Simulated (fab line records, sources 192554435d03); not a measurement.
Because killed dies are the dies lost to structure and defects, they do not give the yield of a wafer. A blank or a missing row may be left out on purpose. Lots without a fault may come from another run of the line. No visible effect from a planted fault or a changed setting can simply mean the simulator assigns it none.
Chamber matching    flow n5-finfet    rie-diel-03 running N5_SDB_ETCH_17: 4 sister chambers
The step etches SiARC in CF4, target depth 23.4 nm, time 39 s. 4 wafers are shown with their chamber, then 11 later ones without.

== EACH WAFER AND ITS CHAMBER ==
wafer   chamber  showerhead-plenum-p-Torr (Torr)
L092.1  3        2.18
L092.2  2        2.06
L092.3  1        2.04
L092.4  0        2.20

== WAFERS MISSING THEIR CHAMBER ==
wafer   showerhead-plenum-p-Torr (Torr)
L092.5  2.04
L092.6  2.20
L093.3  2.20
L093.4  2.18
L093.5  2.06
L095.1  2.04
L095.5  2.06
L095.6  2.04
L097.1  2.17
L097.4  2.20
L097.5  2.17

== THE CHAMBER EACH PASSED THROUGH ==
wafer   from the rows above  in truth
L092.5  1                    1
L092.6  0                    0
L093.3  0                    0
L093.4  3                    3
L093.5  2                    2
L095.1  1                    1
L095.5  2                    2
L095.6  1                    1
L097.1  3                    3
L097.4  0                    0
L097.5  3                    3
Correct placement for 11 of the 11. Left unplaced by these rows: 0. 0 placed wrongly.
How it was worked out, from the rows above alone: a wafer's distance from a chamber is the root of the sum, over the readings, of the square of ((its reading less the chamber's mean) divided by the reading's scatter). The wafer belongs to the nearest chamber; if the next one is less than 2 further off, it can't be placed. A chamber's mean is the mean of its shown wafers. The scatter: with one shown wafer a chamber, the root of the mean of the squares of how far each hidden wafer lies from its nearest shown one.
